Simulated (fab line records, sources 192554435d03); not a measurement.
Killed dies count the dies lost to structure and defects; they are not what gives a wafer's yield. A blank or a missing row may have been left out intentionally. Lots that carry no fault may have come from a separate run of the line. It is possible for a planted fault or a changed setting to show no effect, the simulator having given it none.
Which tool is to blame? -- flow n5_finfet -- 10 lots, 30 wafers sampled, at 2 steps of a route of 1938

## WHAT EACH GAUGE READ, for each wafer
N5_SDB_THK_MEAS_31.
lot,measured,on,SDB_THK (nm)
L826,day 3 22:58,film_metro-01,64.1 63.2 63.8
L829,day 4 19:35,film_metro-01,63.5 65.8 64.4
L835,day 6 05:26,film_metro-02,64.5 64.9 65.0
L840,day 7 13:08,film_metro-01,63.4 63.0 63.9
L841,day 7 18:10,film_metro-01,64.3 64.4 65.1
L842,day 8 03:05,film_metro-01,65.1 64.5 64.9
L843,day 8 06:47,film_metro-01,64.5 64.6 63.9
L845,day 8 21:37,film_metro-02,63.7 62.8 63.2
L846,day 8 23:19,film_metro-01,62.0 64.1 64.5
L849,day 9 18:39,film_metro-01,63.2 62.3 63.1

## WHAT TOOL EACH LOT RAN ON (gives the tool, then ch and the chambers of the sampled wafers, and finally the start)
lot,N5_SDB_ETCH_18
L826,"rie_diel-06 ch 0,1,2, day 3 18:55"
L829,"rie_diel-06 ch 0,2,3, day 4 15:50"
L835,"rie_diel-03 ch 0,1,3, day 6 00:03"
L840,"rie_diel-06 ch 1,2,3, day 7 09:15"
L841,"rie_diel-03 ch 0,1,3, day 7 13:24"
L842,"rie_diel-03 ch 0,2,3, day 7 21:50"
L843,"rie_diel-03 ch 2,3, day 8 02:13"
L845,"rie_diel-05 ch 0,2, day 8 17:52"
L846,"rie_diel-05 ch 1,2, day 8 18:49"
L849,"rie_diel-03 ch 1,2, day 9 14:30"
- N5_SDB_ETCH_18: etches SOC in N2/H2, target depth 100 nm, overetch 20 nm, time 150 s.

## THE ANSWER, worked out from the rows above alone
Rule: the usual values come from the lots themselves. Put in order of their means at a reading, lots are off if they are a third of the lots or fewer, leave a main group of 4 or more, and stand apart from it by a gap of 3 or more times the standard deviation of the main group's means; of several such gaps the widest counts. Not used: any main group whose means are identical at the precision the tables above print for the reading. A lot without any number at a reading at which 4 lots or more have one is off too. Any other lot the step has rows for is counted as sound.
None of the lots is off at any reading shown; this tells nothing.

## WHAT THE SIMULATOR HAD INSERTED
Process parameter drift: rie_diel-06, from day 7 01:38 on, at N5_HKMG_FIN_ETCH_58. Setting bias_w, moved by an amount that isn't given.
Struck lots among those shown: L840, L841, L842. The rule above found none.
